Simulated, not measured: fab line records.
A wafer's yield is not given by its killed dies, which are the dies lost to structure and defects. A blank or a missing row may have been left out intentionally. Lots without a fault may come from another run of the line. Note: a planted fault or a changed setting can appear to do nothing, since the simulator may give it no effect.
Split-lot study	flow n5-finfet	21 wafers read from 7 lots, route of 1938 steps

== ABOUT THE SPLIT ==
At N5_PASSIVATION_PECVD_53 (deposits SiO2 from TEOS/O2, target thk 800 nm, time 169.4 s), the setting temp-c was moved away from the recipe's 400 C on 7 of the 21 wafers read, by -3.4% to +3.0%. This setting was run at the recipe's value on the other wafers.

The reading comes from the split's own step.

== THE READING ==
SiO2_of_PASSIVATION_PECVD_53.thk-nm (the simulator's own value, which no gauge read), in nm, at N5_PASSIVATION_PECVD_53 (deposits SiO2 from TEOS/O2, target thk 800 nm, time 169.4 s). No usual value for it is given in the file. Across the 14 wafers here that went through the recipe, the average is 802.8 nm and the standard deviation 13 nm.

wafer	tool, chamber at the split	temp-c as run, C	against the recipe	SiO2_of_PASSIVATION_PECVD_53.thk-nm, nm	against lot-mates on the recipe
L076.1	pecvd-02, 2	386.5	-3.4%	845.2	+52.8
L076.2	pecvd-02, 1	400	recipe	792.4	-
L076.5	pecvd-02, 1	386.5	-3.4%	877.4	+85.0
L080.3	pecvd-04, 2	400	recipe	808.4	-
L080.5	pecvd-04, 0	412.1	+3.0%	751.4	-65.4
L080.6	pecvd-04, 2	400	recipe	825.2	-
L088.2	pecvd-02, 2	388	-3.0%	849.8	+48.0
L088.5	pecvd-02, 2	400	recipe	801.8	-
L088.6	pecvd-02, 1	388	-3.0%	867.6	+65.8
L089.2	pecvd-02, 2	400	recipe	782.8	-
L089.5	pecvd-02, 1	400	recipe	799	-
L089.6	pecvd-02, 0	400	recipe	804.8	-
L092.1	pecvd-01, 0	400	recipe	791.8	-
L092.3	pecvd-01, 2	400	recipe	808.6	-
L092.4	pecvd-01, 0	400	recipe	811.2	-
L095.1	pecvd-04, 2	400	recipe	800.4	-
L095.4	pecvd-04, 2	400	recipe	820.4	-
L095.6	pecvd-04, 1	400	recipe	813	-
L097.2	pecvd-02, 1	394.5	-1.4%	823.2	+44.0
L097.3	pecvd-02, 2	400	recipe	779.2	-
L097.6	pecvd-02, 1	394.5	-1.4%	828	+48.8

THE FIT
A straight line over all 21 wafers: SiO2_of_PASSIVATION_PECVD_53.thk-nm changes by -17.6 nm for each +1% of temp-c; r = -0.91; the points scatter about the line by 13 nm.
The same after taking each lot's own level away (the mean of its wafers on the recipe; 21 wafers): -20.9 nm for each +1%; r = -0.95; scatter 11 nm.
On that fit, the largest move of temp-c shifts the reading by 70 nm.
From 779.20 to 816.80 nm: that is the span of the lots' own levels, equal to 3.0 times the standard deviation above.
So the lot-to-lot level changes the slope: the two fits differ.
Check: for one of the wafers moved furthest among these (-3.4%), held out of the fit, the line's prediction against its lot-mates is +76.4 nm. Against them it came out at +52.8 nm.

== ADDITIONAL SPLITS CARRIED BY THESE WAFERS ==
Note: prior to the reading, these wafers also went through further splits. Each is held against what the fit with the lots' levels taken away leaves over:
other split on the same wafers	wafers away from the commonest value	r with SiO2_of_PASSIVATION_PECVD_53.thk-nm (lot level and that fit taken away)
N5_MIM_BOT_ETCH_ETCH_00 icp-w	7	-0.40

== THE FILE'S OWN FIT ==
SiO2_of_PASSIVATION_PECVD_53.thk-nm changes by -21.2 nm for each +1% of temp-c, r = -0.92.
